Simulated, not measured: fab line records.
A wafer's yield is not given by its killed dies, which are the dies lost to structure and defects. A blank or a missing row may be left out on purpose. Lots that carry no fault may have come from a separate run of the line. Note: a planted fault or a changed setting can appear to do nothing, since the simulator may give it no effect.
Chamber matching	flow nandHarc	NHARC_A_BLC_STRIP_29 on rieDiel-03: 4 sister chambers
The step strips in CF4. 16 wafers are shown with their chamber, then 8 later ones without.

== WAFERS, EACH WITH ITS CHAMBER ==
wafer	chamber	showerheadPlenumPTorr (Torr)	drypumpMotorCurrentA (A)	oesProductAu (a.u.)
L453.2	1	1.75	5.8	1.000
L453.3	2	1.71	5.0	1.005
L453.6	0	1.83	6.1	0.997
L456.3	3	1.74	5.0	0.993
L456.5	1	1.75	5.8	0.996
L456.6	2	1.71	5.0	1.017
L464.1	2	1.71	5.0	1.013
L464.5	3	1.74	5.0	0.994
L464.6	0	1.83	6.1	1.001
L465.2	2	1.71	5.1	1.004
L465.3	0	1.83	6.1	1.002
L465.5	2	1.71	5.1	1.005
L469.1	2	1.71	5.0	1.003
L469.3	0	1.83	6.0	1.013
L469.5	2	1.71	5.1	1.002
L468.2	1	1.74	5.9	0.999

SIGNATURES (averages over the wafers above)
reading	chamber 0	chamber 1	chamber 2	chamber 3	scatter within a chamber
showerheadPlenumPTorr	1.8300	1.7467	1.7100	1.7400	0.00236
drypumpMotorCurrentA	6.075	5.833	5.043	5.000	0.0511
oesProductAu	1.00325	0.99833	1.00700	0.99350	0.00535
Rule: for each reading, subtract the chamber's mean from the wafer's reading, divide by that reading's scatter and square the result; add these up over the readings and take the root, which gives the wafer's distance from the chamber. The wafer belongs to the nearest chamber; if the next one is less than 2 further off, it can't be placed. How the scatter is found: for the shown wafers, subtract from each reading the mean of its chamber, square and add these, divide the total by (wafers less chambers), then take the root.

== WAFERS WITH NO CHAMBER GIVEN ==
wafer	showerheadPlenumPTorr (Torr)	drypumpMotorCurrentA (A)	oesProductAu (a.u.)
L468.3	1.83	6.0	1.005
L468.5	1.74	5.8	0.997
L467.2	1.74	5.8	1.008
L467.4	1.83	6.0	1.006
L467.5	1.74	5.9	0.995
L476.2	1.83	6.1	1.008
L476.3	1.74	5.9	0.987
L476.5	1.83	6.1	1.009

== WHICH CHAMBER EACH ONE RAN IN ==
wafer	from the rows above	in truth
L468.3	0	0
L468.5	1	1
L467.2	1	1
L467.4	0	0
L467.5	1	1
L476.2	0	0
L476.3	1	1
L476.5	0	0
Correct placement for 8 of the 8. Number that these rows cannot place: 0. Number placed wrongly: 0.
